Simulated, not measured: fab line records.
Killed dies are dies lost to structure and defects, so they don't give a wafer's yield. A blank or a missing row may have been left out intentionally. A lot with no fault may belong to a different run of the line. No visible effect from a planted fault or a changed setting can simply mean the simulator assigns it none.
Which tool was responsible? :: flow n5_finfet :: Sampling: 6 lots, 15 wafers, 2 of 1938 route steps

WHAT THE GAUGES SHOWED, per wafer
N5_BEOL_M4_RC_MEAS_101.
lot: L836
measured: day 8 04:13
on: prober-01
DIBL_N (mV/V): 32.7 35.3

lot: L846
measured: day 11 00:25
on: prober-02
DIBL_N (mV/V): 37.0 35.0 35.2

lot: L852
measured: day 12 16:46
on: prober-01
DIBL_N (mV/V): 36.1 34.9

lot: L854
measured: day 13 12:14
on: prober-01
DIBL_N (mV/V): 33.4 32.2

lot: L857
measured: day 13 21:29
on: prober-02
DIBL_N (mV/V): 36.5 35.6 36.0

TOOL THAT RAN EACH LOT (tool first, then ch and the chambers of the sampled wafers, then the start)
lot: L836
N5_MOL_CONTACT_COAG_WET_ETCH_26: wet_bench-01 ch 2,7, day 5 11:30

lot: L838
N5_MOL_CONTACT_COAG_WET_ETCH_26: wet_bench-06 ch 0,1,4, day 6 01:10

lot: L846
N5_MOL_CONTACT_COAG_WET_ETCH_26: wet_bench-01 ch 3,5,6, day 7 23:27

lot: L852
N5_MOL_CONTACT_COAG_WET_ETCH_26: wet_bench-06 ch 5,7, day 9 12:07

lot: L854
N5_MOL_CONTACT_COAG_WET_ETCH_26: wet_bench-06 ch 2,4, day 9 21:43

lot: L857
N5_MOL_CONTACT_COAG_WET_ETCH_26: wet_bench-06 ch 1,2,3, day 10 18:55
- N5_MOL_CONTACT_COAG_WET_ETCH_26: target Co, target depth 13 nm.

THE ANSWER, worked out from the rows above alone
Rule: usual is defined by the lots themselves. The widest of any qualifying gaps counts: lots, ordered by their means at a reading, are off when they make up no more than a third of the lots, leave a main group of 4 or more, and stand apart from it by 3 or more times the standard deviation of that group's means. Not used: any main group whose means are identical at the precision the tables above print for the reading. Also off: a lot with no number at a reading for which 4 or more lots have one. All remaining lots with rows at the step are treated as sound.
No lot is off at any reading shown: from this, nothing can be told.

WHAT THE SIMULATOR PUT IN
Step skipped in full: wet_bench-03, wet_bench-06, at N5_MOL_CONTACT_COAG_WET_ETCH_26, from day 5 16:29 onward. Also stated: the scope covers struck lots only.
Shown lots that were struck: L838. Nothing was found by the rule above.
